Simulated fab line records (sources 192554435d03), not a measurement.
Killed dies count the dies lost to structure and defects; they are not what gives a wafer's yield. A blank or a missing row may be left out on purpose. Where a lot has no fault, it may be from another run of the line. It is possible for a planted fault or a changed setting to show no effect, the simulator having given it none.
fab line records	flow n5Finfet
[record] lots = 11	wafers = 33	lastDay = 17
route steps=1938 shown BEOL_M7@1276 PASSIVATION@1936
lots that met no fault: from a run of the same line without faults
startH: start of the lot's first displayed wafer, in hours after the record's first day	waitH: how many hours have passed since the lot's step before this one	" as in the row above	L1.1+2: a row that stands for several wafers	- no value, or no start given	* or withheld: withheld	< > ~ a bound
route shown NAME@n: NAME is a module with steps in the file, n the number in the route of the first one	usual: mean/standard deviation of fault-free wafers	same: alike in all rows	chamber/n: place in a boat	sites: each site's reading	_std_site: the standard deviation of these	_edge_site: mean of outer sites minus mean of inner sites	radiusMm: for every site, how far away it sits from the centre of the wafer	mask NAME#n: copy n	behind: the last tool/chamber to shape the wafer	hold: why the lot was held/for how many hours/how that ended	device: whichever transistor did not switch (one of n, p or np)	end of line: tests of these same wafers at the route's end	a step with no rows: only its recipe	killed: not the wafer's yield, but the dies lost to structure and defects at the first sort	map: per-die view of a wafer (x killed, . not killed, _ where there is no die)
set.NAME: the setting as run; set.NAME@STEP: as run at that earlier step	model.NAME: the simulator's own value behind a step, which no gauge read
the route's steps for a sample of lots (tables are steps, rows are wafers)
services: a tool's chamber out of use, with start hour (startH, from the record's first day; less than 0 if before it), hours out, and reason
[[steps]]
[step N5_BEOL_M7_CD_MEAS_11]
[recipe] targetCdNm = 38.5	landingEnergyEv = 500	detector = seInlens	polarity = opening
[usual] cdNm = 38.4/0.5
lot.wafer	tool	chamber	startH	waitH	cdNm
L681.2	cdSem-02	0	205.73	-	38.2
L681.5	"	0	"	"	37.6
L681.6	"	0	"	"	38.5
L683.3	cdSem-02	0	229.06	-	38.4
L683.4	"	0	"	"	39.2
L683.6	"	0	"	"	38.9
L685.2	cdSem-03	0	233.40	-	38.5
L685.4	"	0	"	"	38.2
L685.6	"	0	"	"	38.4
L686.1	cdSem-01	0	245.96	-	38.5
L686.4	"	0	"	"	38.0
L686.6	"	0	"	"	38.7
L688.3	cdSem-03	0	259.37	-	39.0
L688.4	"	0	"	"	38.9
L688.5	"	0	"	"	39.0
L689.2	cdSem-02	0	262.81	-	37.8
L689.4	"	0	"	"	38.8
L689.6	"	0	"	"	39.1
L691.2	cdSem-01	0	270.88	-	38.9
L691.3	"	0	"	"	39.0
L691.6	"	0	"	"	39.2
L694.2	cdSem-03	0	279.73	-	38.7
L694.4	"	0	"	"	38.6
L694.5	"	0	"	"	38.9
L698.1	cdSem-01	0	301.93	-	38.6
L698.2	"	0	"	"	38.2
L698.5	"	0	"	"	38.5
L699.1	cdSem-01	0	319.34	-	37.9
L699.5	"	0	"	"	38.4
L699.6	"	0	"	"	38.0
L702.2	cdSem-02	0	334.85	-	37.9
L702.4	"	0	"	"	38.5
L702.5	"	0	"	"	38.6
[step N5_BEOL_M7_OVL_MEAS_12]
[recipe] pointsPerWafer = 44
[usual] M7_OVL = -0.5/0.7
lot.wafer	tool	chamber	startH	waitH	M7_OVL[nm]
L681.2	overlay-02	0	205.75	0.0	0.2
L681.5	"	0	"	"	-0.6
L681.6	"	0	"	"	-1.0
L683.3	overlay-01	0	229.09	0.0	-0.9
L683.4	"	0	"	"	-0.7
L683.6	"	0	"	"	-0.8
L685.2	overlay-02	0	233.43	0.0	0.0
L685.4	"	0	"	"	0.6
L685.6	"	0	"	"	-0.5
L686.1	overlay-02	0	245.99	0.0	-0.7
L686.4	"	0	"	"	-0.8
L686.6	"	0	"	"	-0.9
L688.3	overlay-01	0	259.40	0.0	0.7
L688.4	"	0	"	"	0.9
L688.5	"	0	"	"	0.1
L689.2	overlay-01	0	262.84	0.0	-0.7
L689.4	"	0	"	"	-0.5
L689.6	"	0	"	"	0.1
L691.2	overlay-02	0	270.91	0.0	0.5
L691.3	"	0	"	"	-0.3
L691.6	"	0	"	"	0.1
L694.2	overlay-01	0	279.76	0.0	-0.3
L694.4	"	0	"	"	-0.9
L694.5	"	0	"	"	-1.4
L698.1	overlay-02	0	301.96	0.0	-0.4
L698.2	"	0	"	"	-1.1
L698.5	"	0	"	"	-0.4
L699.1	overlay-01	0	319.37	0.0	-1.5
L699.5	"	0	"	"	-0.5
L699.6	"	0	"	"	-0.4
L702.2	overlay-01	0	334.88	0.0	-0.6
L702.4	"	0	"	"	-1.1
L702.5	"	0	"	"	-1.6
[step N5_BEOL_M7_ETCH_66]
[recipe] chemistry = N2/H2	target = SOC	targetDepthA = 800	overetchA = 160	maskMaterial = SiARC	tempC = 40	timeS = 120	ionEnergyEv = 200	pressureMtorr = 30	sourceW = 840	biasW = 150	n2FlowSccm = 200	h2FlowSccm = 200
[usual] drypumpMotorCurrentA = 5.4/0.44	n2FlowSccm = 200.0/0.56	oesProductAu = 0.62/0.068	rfVppV = 524.7/2.6	runLengthS = 143.2/0.48	showerheadPlenumPTorr = 2.58/0.091	throttleValvePct = 17.8/0.3
lot.wafer	tool	chamber	startH	waitH	drypumpMotorCurrentA	n2FlowSccm	oesProductAu	rfHoursCounterH	rfVppV	runLengthS	showerheadPlenumPTorr	throttleValvePct
L681.2	rieDiel-02	2	206.85	0.0	5.5	200.0	0.53	221	525.5	143.1	2.63	18.1
L681.5	"	1	"	"	6.0	199.9	0.53	-	520.0	142.8	2.37	17.4
L681.6	"	0	"	"	5.8	200.3	0.70	-	529.0	142.9	2.70	17.6
L683.3	rieDiel-06	0	232.35	0.0	4.8	200.3	0.55	214	522.3	142.8	2.41	18.0
L683.4	"	1	"	"	5.8	199.7	0.67	35	520.3	143.3	2.47	17.5
L683.6	"	1	"	"	5.8	199.5	0.66	-	522.6	143.2	2.47	17.5
L685.2	rieDiel-02	3	235.24	0.0	5.9	200.6	0.72	12	525.9	143.3	2.61	17.9
L685.4	"	2	"	"	5.5	199.9	0.53	-	526.3	143.0	2.63	18.1
L685.6	"	0	"	"	5.8	199.6	0.68	-	528.2	143.5	2.70	17.6
L686.1	rieDiel-04	1	250.19	0.0	5.4	199.7	0.56	178	523.5	143.0	2.54	18.0
L686.4	"	2	"	"	5.2	200.7	0.64	58	525.0	142.8	2.59	17.6
L686.6	"	0	"	"	5.6	199.6	0.68	-	524.4	144.1	2.58	17.4
L688.3	rieDiel-02	0	262.08	0.0	5.8	200.0	0.67	43	525.9	142.9	2.69	17.6
L688.4	"	3	"	"	5.9	199.3	0.71	21	525.3	143.2	2.61	17.9
L688.5	"	2	"	"	5.5	200.9	0.53	-	526.3	142.6	2.62	18.1
L689.2	rieDiel-06	3	265.55	0.0	4.8	199.7	0.53	239	526.2	143.7	2.62	18.0
L689.4	"	0	"	"	4.8	199.7	0.55	224	519.5	142.8	2.41	18.0
L689.6	"	1	"	"	5.8	200.2	0.66	-	522.9	143.1	2.46	17.5
L691.2	rieDiel-02	2	273.85	0.0	5.5	198.7	0.52	246	525.3	143.2	2.62	18.2
L691.3	"	0	"	"	5.8	199.5	0.67	47	528.4	143.5	2.69	17.6
L691.6	"	3	"	"	5.9	199.1	0.69	-	524.7	143.0	2.61	17.9
L694.2	rieDiel-02	3	282.51	0.0	5.9	199.7	0.69	27	523.3	143.3	2.60	17.9
L694.4	"	2	"	"	5.5	200.8	0.52	249	526.1	142.8	2.62	18.1
L694.5	"	1	"	"	6.0	200.9	0.73	-	528.3	142.8	2.68	17.0
L698.1	rieDiel-06	1	303.10	0.0	5.8	199.2	0.59	57	521.0	166.0	2.46	17.5
L698.2	"	2	"	"	4.6	200.0	0.61	32	527.0	166.6	2.70	17.9
L698.5	"	1	"	"	5.8	199.5	0.58	-	521.5	166.0	2.46	17.5
L699.1	rieDiel-06	3	320.73	0.0	4.8	200.1	0.68	3	525.3	166.0	2.62	17.5
L699.5	"	1	"	"	5.8	200.1	0.58	-	521.2	166.6	2.46	17.5
L699.6	"	2	"	"	4.7	199.6	0.60	-	528.0	166.5	2.70	17.9
L702.2	rieDiel-04	2	338.41	0.0	5.2	200.7	0.61	88	524.4	142.7	2.57	17.7
L702.4	"	0	"	"	5.6	200.1	0.65	73	523.3	144.3	2.57	17.5
L702.5	"	1	"	"	5.4	200.2	0.55	-	522.9	143.0	2.53	18.0
[step N5_BEOL_M7_STRIP_80]
[recipe] chemistry = N2/H2	timeS = 10	powerW = 450	tempC = 40	pressureMtorr = 20	rfFrequencyHz = 6e+07	biasPowerW = 7	n2FlowSccm = 200	h2FlowSccm = 200
[usual] drypumpMotorCurrentA = 5.4/0.44	n2FlowSccm = 200.0/0.64	oesProductAu = 0.82/0.094	rfVppV = 59.3/0.79	showerheadPlenumPTorr = 2.57/0.091	throttleValvePct = 23.6/0.41
lot.wafer	tool	chamber	startH	waitH	drypumpMotorCurrentA	n2FlowSccm	oesProductAu	rfHoursCounterH	rfVppV	showerheadPlenumPTorr	throttleValvePct
L681.2	rieDiel-02	2	-	-	5.5	198.4	0.70	221	59.5	2.63	23.9
L681.5	"	1	"	"	6.0	199.8	0.67	-	58.3	2.37	22.9
L681.6	"	0	"	"	5.8	199.9	0.94	-	61.0	2.70	23.5
L683.3	rieDiel-06	0	-	-	4.8	198.9	0.72	214	59.4	2.41	23.7
L683.4	"	1	"	"	5.8	201.4	0.88	35	58.9	2.46	23.1
L683.6	"	1	"	"	5.8	200.6	0.89	-	58.1	2.46	23.1
L685.2	rieDiel-02	3	-	-	5.8	199.5	0.95	12	59.5	2.61	23.9
L685.4	"	2	"	"	5.5	200.5	0.68	-	60.4	2.62	23.9
L685.6	"	0	"	"	5.8	200.0	0.90	-	60.6	2.69	23.5
L686.1	rieDiel-04	1	-	-	5.3	199.6	0.73	178	60.1	2.54	24.0
L686.4	"	2	"	"	5.3	201.2	0.85	58	58.7	2.58	23.6
L686.6	"	0	"	"	5.6	200.1	0.90	-	58.2	2.58	23.2
L688.3	rieDiel-02	0	-	-	5.8	201.2	0.89	43	59.8	2.69	23.5
L688.4	"	3	"	"	5.9	200.6	0.92	21	59.8	2.60	24.0
L688.5	"	2	"	"	5.5	200.0	0.68	-	58.9	2.62	23.9
L689.2	rieDiel-06	3	-	-	4.8	199.2	0.68	239	59.4	2.62	23.9
L689.4	"	0	"	"	4.8	199.4	0.72	224	60.3	2.40	23.8
L689.6	"	1	"	"	5.8	200.0	0.87	-	59.6	2.46	23.2
L691.2	rieDiel-02	2	-	-	5.5	199.3	0.68	247	59.0	2.62	23.9
L691.3	"	0	"	"	5.8	200.4	0.88	47	59.7	2.69	23.6
L691.6	"	3	"	"	5.9	200.8	0.92	-	60.8	2.60	24.0
L694.2	rieDiel-02	3	-	-	6.0	200.6	0.92	27	59.6	2.60	24.0
L694.4	"	2	"	"	5.5	199.8	0.68	249	58.5	2.62	23.9
L694.5	"	1	"	"	6.0	200.7	0.93	-	57.9	2.68	22.5
L698.1	rieDiel-06	1	-	-	5.8	199.9	0.84	57	58.3	2.45	23.2
L698.2	"	2	"	"	4.7	201.0	0.87	32	59.1	2.70	23.9
L698.5	"	1	"	"	5.8	199.9	0.84	-	58.2	2.45	23.2
L699.1	rieDiel-06	3	-	-	4.8	199.8	0.99	3	58.2	2.62	23.4
L699.5	"	1	"	"	5.8	199.9	0.84	-	58.3	2.45	23.2
L699.6	"	2	"	"	4.7	199.8	0.86	-	59.3	2.70	23.9
L702.2	rieDiel-04	2	-	-	5.2	200.6	0.79	88	59.5	2.57	23.7
L702.4	"	0	"	"	5.6	199.4	0.86	73	60.6	2.57	23.2
L702.5	"	1	"	"	5.3	199.4	0.71	-	58.9	2.53	24.1
[step N5_PASSIVATION_PROBE_49]
[usual] defectLimitedYield = 90.9/1.6	killed_at_M0_to_M3 = 34/11	killed_at_M4_up = 14/5.7	killedAtContacts = 13/6.5	killedAtFrontEnd = 43/11	killedAtOther = 4/3.1	killedDies = 107/19	killedOpen = 71/14	killedShort = 35/7.9	sort_bin_5_function = 5.3/1.1	sort_bin_6_memory = 3.4/0.74	sort_bin_8_speed = 0.00/0.014	sortNPass = 1073/19
[same] grossDies = 1180	killedAtBackSide = 0	sort_bin_4_leakage[%] = 0
lot.wafer	tool	chamber	startH	waitH	defectLimitedYield[%]	killed_at_M0_to_M3	killed_at_M4_up	killedAtContacts	killedAtFrontEnd	killedAtOther	killedDies	killedOpen	killedShort	sort_bin_5_function[%]	sort_bin_6_memory[%]	sort_bin_8_speed[%]	sortNPass
L681.2	prober-02	-	282.36	0.1	90.8	47	5	8	48	1	109	75	31	4.8	3.8	0	1071
L681.5	prober-02	-	282.51	0.2	90.2	40	17	10	42	7	116	76	32	5.9	3.3	0	1064
L681.6	prober-02	-	282.56	0.3	89.0	44	18	16	47	5	130	86	44	5.6	4.7	0	1050
L683.3	prober-02	-	310.36	0.1	89.7	39	9	12	60	1	121	81	39	6.0	3.6	0	1059
L683.4	prober-02	-	310.41	0.2	90.5	32	19	13	46	2	112	76	35	4.8	4.4	0	1068
L683.6	prober-02	-	310.51	0.3	91.4	26	5	14	46	11	102	65	30	4.4	3.8	0	1078
L685.2	prober-01	-	314.95	0.1	91.2	28	14	17	43	2	104	65	39	5.7	3.0	0	1076
L685.4	prober-01	-	315.05	0.2	88.6	34	19	29	51	2	135	89	39	6.5	4.3	0	1045
L685.6	prober-01	-	315.15	0.3	92.3	26	15	13	36	1	91	59	32	4.4	2.8	0	1089
L686.1	prober-01	-	323.65	0.0	88.8	46	17	17	46	6	132	79	51	6.6	4.3	0	1048
L686.4	prober-01	-	323.80	0.2	88.3	46	17	21	44	10	138	82	56	6.4	5.1	0	1042
L686.6	prober-01	-	323.90	0.3	89.7	40	15	12	45	9	121	81	40	5.6	4.4	0	1059
L688.3	prober-01	-	331.86	0.1	92.2	27	24	9	30	2	92	73	19	4.3	3.5	0	1088
L688.4	prober-01	-	331.91	0.2	93.8	17	14	7	34	1	73	45	28	3.9	2.1	0	1107
L688.5	prober-01	-	331.96	0.2	91.8	31	20	23	20	3	97	64	33	4.7	3.1	0	1083
L689.2	prober-01	-	336.69	0.1	90.2	36	15	14	47	4	116	75	41	4.5	4.7	0	1064
L689.4	prober-01	-	336.79	0.2	89.2	41	15	8	62	2	128	87	41	6.4	4.2	0	1052
L689.6	prober-01	-	336.89	0.3	90.3	29	8	15	58	5	115	73	37	4.6	4.2	0	1065
L691.2	prober-01	-	347.68	0.1	92.8	19	12	12	40	2	85	58	27	4.4	2.6	0	1095
L691.3	prober-01	-	347.73	0.1	89.9	25	10	8	65	11	119	65	53	6.2	3.5	0	1061
L691.6	prober-01	-	347.88	0.3	90.6	30	13	12	48	8	111	75	35	5.4	3.5	0	1069
L694.2	prober-02	-	357.19	0.1	89.7	38	30	18	31	5	122	81	40	6.1	4.1	0	1058
L694.4	prober-02	-	357.29	0.2	91.6	27	24	16	31	1	99	71	27	4.7	3.6	0	1081
L694.5	prober-02	-	357.34	0.2	90.9	42	15	6	42	2	107	69	32	5.3	3.1	0	1073
L698.1	prober-02	-	375.33	0.0	90.9	53	14	4	34	2	107	78	29	4.3	4.3	0	1073
L698.2	prober-02	-	375.38	0.1	90.3	52	14	10	38	1	115	70	40	6.6	2.5	0	1065
L698.5	prober-02	-	375.53	0.2	92.7	31	12	10	29	4	86	52	28	3.6	3.1	0	1094
L699.1	prober-01	-	392.62	0.0	91.9	41	11	8	35	1	96	59	37	4.7	3.3	0	1084
L699.5	prober-01	-	392.82	0.2	89.2	39	17	8	63	0	127	83	43	5.6	4.7	0	1053
L699.6	prober-01	-	392.87	0.3	89.2	34	29	15	45	5	128	80	48	6.5	4.1	0	1052
L702.2	prober-01	-	411.43	0.1	93.1	11	13	9	37	12	82	56	26	4.2	2.6	0	1098
L702.4	prober-01	-	411.53	0.2	93.4	18	14	2	36	8	78	51	25	3.5	2.7	0.17	1102
L702.5	prober-01	-	411.58	0.2	93.1	19	12	2	34	14	81	51	30	3.8	2.8	0	1099
// killed by level:class
L681.2 BEOL_M2:geometricParticle:open=17 STI_FIN_REVEAL:geometricParticle:open=13 BEOL_M0_SAQP:geometricParticle:open=9 FIN_SAQP:geometricParticle:open=8 GATE_CUT:geometricParticle:short=7 MOL_CONTACT_COAG:geometricParticle:open=7 BEOL_M1:geometricParticle:open=7 FIN_SAQP:geometricParticle:short=6
L681.5 STI_FIN_REVEAL:geometricParticle:open=22 BEOL_M3:geometricParticle:open=16 BEOL_M4:geometricParticle:open=10 BEOL_M2:geometricParticle:open=7 MOL_CONTACT_COAG:geometricParticle:open=6 BEOL_M0_SAQP:geometricParticle:short=5 HKMG_FIN:areaEtch=5 STI_FIN_REVEAL:geometricParticle:short=4
L681.6 BEOL_M2:geometricParticle:open=21 STI_FIN_REVEAL:geometricParticle:open=12 MOL_CONTACT_COAG:geometricParticle:open=12 BEOL_M4:geometricParticle:open=7 STI_FIN_REVEAL:geometricParticle:short=6 BEOL_M0_SAQP:geometricParticle:open=6 BEOL_M4:geometricParticle:short=4 DUMMY_GATE:geometricParticle:short=4
L683.3 FIN_SAQP:geometricParticle:short=12 BEOL_M0_SAQP:geometricParticle:open=12 BEOL_M1:geometricParticle:open=12 FIN_SAQP:geometricParticle:open=11 STI_FIN_REVEAL:geometricParticle:open=11 MOL_CONTACT_COAG:geometricParticle:open=9 GATE_CUT:geometricParticle:short=8 GATE_CUT:geometricParticle:open=5
L683.4 STI_FIN_REVEAL:geometricParticle:open=13 MOL_CONTACT_COAG:geometricParticle:open=11 FIN_SAQP:geometricParticle:open=8 FIN_SAQP:geometricParticle:short=8 BEOL_M4:geometricParticle:open=8 BEOL_M0_SAQP:geometricParticle:open=6 ILD0:geometricParticle:short=5 BEOL_M1:geometricParticle:short=5
L683.6 FIN_SAQP:geometricParticle:open=17 BEOL_M0_SAQP:geometricParticle:open=10 STI_FIN_REVEAL:geometricParticle:open=9 MOL_CONTACT_COAG:geometricParticle:open=8 FIN_SAQP:geometricParticle:short=7 BEOL_M3:geometricParticle:open=6 PASSIVATION:areaEtch=6 MOL_CONTACT_COAG:geometricParticle:short=5
L685.2 MOL_CONTACT_COAG:geometricParticle:open=12 BEOL_M2:geometricParticle:open=8 STI_FIN_REVEAL:geometricParticle:open=7 FIN_SAQP:geometricParticle:open=6 FIN_SAQP:geometricParticle:short=5 MOL_CONTACT_COAG:geometricParticle:short=5 GATE_CUT:geometricParticle:short=5 BEOL_M3:geometricParticle:open=5
L685.4 MOL_CONTACT_COAG:geometricParticle:open=26 BEOL_M0_SAQP:geometricParticle:short=9 STI_FIN_REVEAL:geometricParticle:open=8 BEOL_M0_SAQP:geometricParticle:open=8 FIN_SAQP:geometricParticle:short=7 BEOL_M2:geometricParticle:open=7 GATE_CUT:geometricParticle:short=6 HKMG_FIN:areaEtch=6
L685.6 MOL_CONTACT_COAG:geometricParticle:open=10 STI_FIN_REVEAL:geometricParticle:open=9 BEOL_M0_SAQP:geometricParticle:short=9 GATE_CUT:geometricParticle:short=8 BEOL_M4:geometricParticle:open=7 DUMMY_GATE:geometricParticle:open=4 BEOL_M0_SAQP:geometricParticle:open=4 BEOL_M1:geometricParticle:open=4
L686.1 MOL_CONTACT_COAG:geometricParticle:open=14 BEOL_M3:geometricParticle:open=12 FIN_SAQP:geometricParticle:short=10 STI_FIN_REVEAL:geometricParticle:open=9 BEOL_M0_SAQP:geometricParticle:short=9 FIN_SAQP:geometricParticle:open=8 BEOL_M4:geometricParticle:short=7 BEOL_M2:geometricParticle:open=5
L686.4 FIN_SAQP:geometricParticle:short=17 MOL_CONTACT_COAG:geometricParticle:open=17 BEOL_M3:geometricParticle:open=10 BEOL_M1:geometricParticle:open=9 BEOL_M0_SAQP:geometricParticle:short=8 BEOL_M4:geometricParticle:open=6 BEOL_M2:geometricParticle:open=6 FIN_SAQP:geometricParticle:open=5
L686.6 FIN_SAQP:geometricParticle:short=11 STI_FIN_REVEAL:geometricParticle:open=10 FIN_SAQP:geometricParticle:open=9 MOL_CONTACT_COAG:geometricParticle:open=9 BEOL_M0_SAQP:geometricParticle:short=7 BEOL_M0_SAQP:geometricParticle:open=7 BEOL_M2:geometricParticle:open=7 BEOL_M3:geometricParticle:open=6
L688.3 STI_FIN_REVEAL:geometricParticle:open=9 DUMMY_GATE:geometricParticle:open=8 MOL_CONTACT_COAG:geometricParticle:open=8 BEOL_M2:geometricParticle:open=8 BEOL_M3:geometricParticle:open=6 BEOL_M5:geometricParticle:open=5 BEOL_M0_SAQP:geometricParticle:open=4 BEOL_M4:geometricParticle:open=4
L688.4 MOL_CONTACT_COAG:geometricParticle:open=7 DUMMY_GATE:geometricParticle:open=6 BEOL_M4:geometricParticle:open=6 BEOL_M2:geometricParticle:open=5 FIN_SAQP:geometricParticle:short=5 BEOL_M0_SAQP:geometricParticle:short=5 STI_FIN_REVEAL:geometricParticle:open=4 FIN_SAQP:geometricParticle:open=3
L688.5 MOL_CONTACT_COAG:geometricParticle:open=19 BEOL_M4:geometricParticle:open=16 BEOL_M0_SAQP:geometricParticle:short=15 STI_FIN_REVEAL:geometricParticle:open=7 BEOL_M0_SAQP:geometricParticle:open=6 MOL_CONTACT_COAG:geometricParticle:short=4 STI_FIN_REVEAL:geometricParticle:short=3 BEOL_M3:geometricParticle:open=3
L689.2 FIN_SAQP:geometricParticle:short=13 BEOL_M0_SAQP:geometricParticle:open=12 FIN_SAQP:geometricParticle:open=11 MOL_CONTACT_COAG:geometricParticle:open=11 STI_FIN_REVEAL:geometricParticle:open=10 BEOL_M0_SAQP:geometricParticle:short=10 BEOL_M3:geometricParticle:open=6 BEOL_M2:geometricParticle:open=4
L689.4 FIN_SAQP:geometricParticle:open=20 FIN_SAQP:geometricParticle:short=19 BEOL_M3:geometricParticle:open=17 STI_FIN_REVEAL:geometricParticle:open=12 BEOL_M0_SAQP:geometricParticle:open=8 MOL_CONTACT_COAG:geometricParticle:open=7 BEOL_M4:geometricParticle:open=6 BEOL_M0_SAQP:geometricParticle:short=5
L689.6 FIN_SAQP:geometricParticle:open=18 BEOL_M3:geometricParticle:open=12 MOL_CONTACT_COAG:geometricParticle:open=12 STI_FIN_REVEAL:geometricParticle:open=9 FIN_SAQP:geometricParticle:short=8 BEOL_M0_SAQP:geometricParticle:short=5 BEOL_M1:geometricParticle:open=4 STARTING-WAFER:geometricParticle:open=4
L691.2 MOL_CONTACT_COAG:geometricParticle:open=10 FIN_SAQP:geometricParticle:short=6 STI_FIN_REVEAL:geometricParticle:open=6 BEOL_M2:geometricParticle:open=6 DUMMY_GATE:geometricParticle:open=5 BEOL_M4:geometricParticle:open=5 FIN_SAQP:geometricParticle:open=4 GATE_CUT:geometricParticle:open=4
L691.3 FIN_SAQP:geometricParticle:short=17 FIN_SAQP:geometricParticle:open=12 STI_FIN_REVEAL:geometricParticle:open=9 BEOL_M2:geometricParticle:open=9 ILD0:geometricParticle:open=5 GATE_CUT:geometricParticle:short=5 BEOL_M3:geometricParticle:short=5 MIM_BOT:geometricParticle:open=5
L691.6 STI_FIN_REVEAL:geometricParticle:open=14 MOL_CONTACT_COAG:geometricParticle:open=10 BEOL_M2:geometricParticle:open=8 FIN_SAQP:geometricParticle:short=6 DUMMY_GATE:geometricParticle:open=6 BEOL_M0_SAQP:geometricParticle:short=6 FIN_SAQP:geometricParticle:open=5 BEOL_M0_SAQP:geometricParticle:open=5
L694.2 MOL_CONTACT_COAG:geometricParticle:open=17 BEOL_M4:geometricParticle:open=16 BEOL_M1:geometricParticle:short=8 BEOL_M3:geometricParticle:open=8 FIN_SAQP:geometricParticle:short=7 BEOL_M4:geometricParticle:short=7 BEOL_M2:geometricParticle:open=6 FIN_SAQP:geometricParticle:open=5
L694.4 BEOL_M3:geometricParticle:open=12 MOL_CONTACT_COAG:geometricParticle:open=11 BEOL_M4:geometricParticle:open=10 FIN_SAQP:geometricParticle:open=8 GATE_CUT:geometricParticle:short=6 STI_FIN_REVEAL:geometricParticle:open=5 BEOL_M1:geometricParticle:open=5 BEOL_M5:geometricParticle:open=5
L694.5 FIN_SAQP:geometricParticle:open=12 BEOL_M3:geometricParticle:open=10 BEOL_M4:geometricParticle:open=8 FIN_SAQP:geometricParticle:short=7 BEOL_M0_SAQP:geometricParticle:short=7 BEOL_M1:geometricParticle:open=7 STI_FIN_REVEAL:geometricParticle:open=6 BEOL_M0_SAQP:geometricParticle:open=5
L698.1 FIN_SAQP:geometricParticle:open=13 BEOL_M0_SAQP:geometricParticle:open=13 BEOL_M1:geometricParticle:open=12 BEOL_M0_SAQP:geometricParticle:short=8 BEOL_M3:geometricParticle:open=8 STI_FIN_REVEAL:geometricParticle:open=5 BEOL_M0:geometricParticle:open=4 DUMMY_GATE:geometricParticle:open=3
L698.2 BEOL_M3:geometricParticle:open=11 BEOL_M1:geometricParticle:open=10 MOL_CONTACT_COAG:geometricParticle:open=9 BEOL_M0_SAQP:geometricParticle:short=8 GATE_CUT:geometricParticle:short=7 BEOL_M0_SAQP:geometricParticle:open=6 BEOL_M4:geometricParticle:open=5 BEOL_M6:geometricParticle:open=5
L698.5 BEOL_M0_SAQP:geometricParticle:short=9 MOL_CONTACT_COAG:geometricParticle:open=8 BEOL_M0_SAQP:geometricParticle:open=7 STI_FIN_REVEAL:geometricParticle:open=5 HKMG_FIN:areaEtch=5 DUMMY_GATE:geometricParticle:open=4 GATE_CUT:geometricParticle:short=4 BEOL_M1:geometricParticle:open=4
L699.1 BEOL_M0_SAQP:geometricParticle:open=9 BEOL_M0_SAQP:geometricParticle:short=8 FIN_SAQP:geometricParticle:open=7 MOL_CONTACT_COAG:geometricParticle:open=7 FIN_SAQP:geometricParticle:short=6 BEOL_M0:geometricParticle:short=5 BEOL_M4:geometricParticle:open=5 ILD0:geometricParticle:open=4
L699.5 FIN_SAQP:geometricParticle:open=18 FIN_SAQP:geometricParticle:short=16 ILD0:geometricParticle:open=9 BEOL_M2:geometricParticle:open=8 BEOL_M0:geometricParticle:open=7 BEOL_M4:geometricParticle:open=6 MOL_CONTACT_COAG:geometricParticle:open=6 BEOL_M0_SAQP:geometricParticle:short=6
L699.6 FIN_SAQP:geometricParticle:open=15 BEOL_M4:geometricParticle:open=12 MOL_CONTACT_COAG:geometricParticle:open=11 BEOL_M0_SAQP:geometricParticle:open=9 FIN_SAQP:geometricParticle:short=8 BEOL_M0_SAQP:geometricParticle:short=8 BEOL_M2:geometricParticle:open=6 MOL_CONTACT_COAG:geometricParticle:short=4
L702.2 MOL_CONTACT_COAG:geometricParticle:open=9 FIN_SAQP:geometricParticle:open=7 STI_FIN_REVEAL:geometricParticle:open=6 DUMMY_GATE:geometricParticle:open=5 PASS1_CAP:geometricParticle:short=5 FIN_SAQP:geometricParticle:short=4 PASS1_CAP:geometricParticle:open=4 STARTING-WAFER:geometricParticle:short=4
L702.4 FIN_SAQP:geometricParticle:open=8 GATE_CUT:geometricParticle:open=5 BEOL_M2:geometricParticle:open=5 STI_FIN_REVEAL:geometricParticle:open=4 GATE_CUT:geometricParticle:short=4 BEOL_M0_SAQP:geometricParticle:short=4 BEOL_M0_SAQP:geometricParticle:open=4 FIN_SAQP:geometricParticle:short=3
L702.5 BEOL_M2:geometricParticle:open=10 DUMMY_GATE:geometricParticle:open=7 PASS1_CAP:geometricParticle:short=7 ILD0:geometricParticle:open=5 PASS1_CAP:geometricParticle:open=5 FIN_SAQP:geometricParticle:short=4 GATE_CUT:geometricParticle:short=4 STI_FIN_REVEAL:geometricParticle:open=3
[[services]]
tool	chamber	startH	hours	kind
rieDiel-02	3	188.65	-	clean
rieDiel-02	3	188.65	-	consumableReplace:focusRing
rieDiel-02	3	188.65	18.4	scheduledDown
rieDiel-02	3	188.65	18.4	ventCycle
rieDiel-04	-	189.90	2.8	pm
rieDiel-02	1	217.11	-	clean
rieDiel-02	1	217.11	-	consumableReplace:focusRing
rieDiel-02	1	217.11	-	consumableReplace:showerhead
rieDiel-02	1	217.11	28.9	scheduledDown
rieDiel-02	1	217.11	28.9	ventCycle
rieDiel-06	1	224.30	2.0	repair
rieDiel-04	0	239.88	1.8	repair
rieDiel-02	1	252.83	7.7	repair
rieDiel-02	2	284.20	-	clean
rieDiel-02	2	284.20	-	consumableReplace:focusRing
rieDiel-02	2	284.20	12.1	scheduledDown
rieDiel-02	2	284.20	12.1	ventCycle
rieDiel-06	2	287.31	3.1	repair
rieDiel-06	3	298.34	-	clean
rieDiel-06	3	298.34	-	consumableReplace:focusRing
rieDiel-04	3	322.86	-	clean
rieDiel-04	3	322.86	-	consumableReplace:focusRing
rieDiel-04	3	322.86	13.7	scheduledDown
rieDiel-04	3	322.86	13.7	ventCycle
[[key]]
[firstSign] step = N5_BEOL_M7_ETCH_66	reading = runLengthS	direction = up	sigmas = 48	usual = *	struck = *
effect none on later readings
metAt N5_BEOL_M7_ETCH_66
struckLots L698,L699
notActingAt N5_BEOL_M7_CD_MEAS_11,N5_BEOL_M7_OVL_MEAS_12,N5_BEOL_M7_STRIP_80
onsetBetween 265.55 303.10
[fault] kind = processParameterDrift	tool = rieDiel-06	chamber = -	onsetH = 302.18	steps = N5_BEOL_M7_ETCH_66	channel = timeS	offset = *	shape = step	endH = 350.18	actsIn = *	stated = *
